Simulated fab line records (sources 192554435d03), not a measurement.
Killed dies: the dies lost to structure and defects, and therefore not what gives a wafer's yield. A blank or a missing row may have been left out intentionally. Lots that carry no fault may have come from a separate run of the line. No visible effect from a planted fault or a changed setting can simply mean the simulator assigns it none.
Struck lot and sound lot, side by side ; flow n5 finfet ; 17 out of 1938 route steps
Sound: wafers L728.1, L728.2, L728.3. Wafers struck: L722.2, L722.4, L722.6. The cause is given at the end.
For every step that has rows: the tool of each side, followed by ch and its chambers, followed by its first start. Under that, the readings that differ: sound wafers ; struck wafers ; difference of the means ; sigmas: that difference in standard deviations of wafers without a fault.
alike: words and numbers the same on both sides, and readings whose means are apart by under 2 such deviations; not compared: readings that were withheld, readings missing a value for some wafer, numbers with overlapping values and no deviation given by the record, and bounds like >300 which may hide the same value.
The two part at a step that has a row with sigmas, a row that says differs or no value, or rows on one side only. Numbers that don't overlap but have no deviation are shown without sigmas and don't part them. Lack of a reading on every wafer of one side parts them only where that side has two or more wafers.

first, 10 steps without rows for these wafers: N5_FIN_SAQP_ETCH_67 (etches SiNx in CH3F/O2, target depth 30 nm); N5_FIN_SAQP_STRIP_70 (strips in N2/H2); N5_FIN_SAQP_RECESS_71 (chemistry HF/NH3, target SiO2, target depth 3 nm, afs cycles 1, sublimation time 60 s); N5_FIN_SAQP_SPACER2_ALD_28 (deposits SiO2, target thk 8.1 nm, pulse time 1 s, purge time 2 s); N5_FIN_SAQP_SPACER2_ETCHBACK_29 (etches SiO2 in CHF3/O2, target depth 12.2 nm, time 6.1 s); N5_FIN_SAQP_MANDREL2_REMOVE_60 (chemistry HBr/Cl2/O2, target a-Si, stops on SiNx, bt time 10 s); N5_FIN_SAQP_HM_OPEN_33 (chemistry CH3F/O2, target SiNx, target depth 49.4 nm, time 70.6 s); N5_FIN_SAQP_ETCH_34 (etches SiO2 in C4F6/O2, target depth 45 nm, time 15 s); N5_FIN_SAQP_STRIP_77 (strips in N2/H2, time 90 s); N5_FIN_SAQP_ETCH_64 (etches SiO2 in CF4, target depth 1.5 nm).
N5_FIN_SAQP_FIN_ETCH_36: etches the open film in HBr/Cl2/O2, target depth 120 nm, time 50.4 s.
  sound on rie si-05 ch 1,2,3, day 7 12:09; struck on rie si-03 ch 0,2,3, day 5 21:57
  no value came back on the struck wafers for any of 8 readings (HBr_flow_sccm (sccm), O2_flow_sccm (sccm) and others); on the sound wafers HBr_flow_sccm (sccm) reads 150.1 149.5 149.9
reading;sound;struck;difference;sigmas
model.SiNx_of_FIN_SAQP_HM_DEP_03.thk nm (nm);20 19.8 20.8;32.6 33 32.6;+12.5;
then, 1 step without rows for these wafers: N5_FIN_SAQP_PRECLEAN_38 (cleans in O3/DIW, time 45 s).
N5_FIN_SAQP_PRECLEAN_45: cleans in dHF, time 10 s.
  sound on wet bench-04 ch 1,5,6, day 7 12:20; struck on wet bench-03 ch 0,6,7, day 5 22:08
reading;sound;struck;difference;sigmas
model.SiNx_of_FIN_SAQP_HM_DEP_03.thk nm (nm);19.8 19.8 20.8;32.4 33 32.4;+12.5;
then, 1 step without rows for these wafers: N5_FIN_SAQP_SRD_39 (time 30 s).
N5_FIN_SAQP_OCD_MEAS_76:
  sound on ocd-01, day 7 12:22; struck on ocd-02, day 5 22:10
reading;sound;struck;difference;sigmas
trench depth nm (nm);121.0 118.8 119.3;0.2 0 0;-119.6;-80
N5_BEOL_M4_RC_MEAS_101:
  the record has rows for the sound wafers here (prober-02 ch 0, day 13 20:23) and none for the struck ones
-- a jump in the record: the struck wafers' starts before and after are 11 days apart (it breaks off in module BEOL_M4 and resumes in module PASSIVATION, where the first step shown is number 1936 of the route) --
N5_PASSIVATION_PROBE_49:
  sound on prober-01, day 18 14:13; struck on prober-02, day 17 05:26
reading;sound;struck;difference;sigmas
killed at front end;43;1126 1105 1120;+1074;+98
killed dies;107;1180 1180 1180;+1073;+56
killed on rim;14;152 152 152;+138;+35
  alike: killed_at_M0_to_M3, killed_at_M4_up, killed at contacts, killed at other, killed open, killed short

## WHERE THEY PART
Last at N5_PASSIVATION_PROBE_49 as far as this record goes, first at N5_FIN_SAQP_FIN_ETCH_36.

WHY: whatever the simulator had introduced
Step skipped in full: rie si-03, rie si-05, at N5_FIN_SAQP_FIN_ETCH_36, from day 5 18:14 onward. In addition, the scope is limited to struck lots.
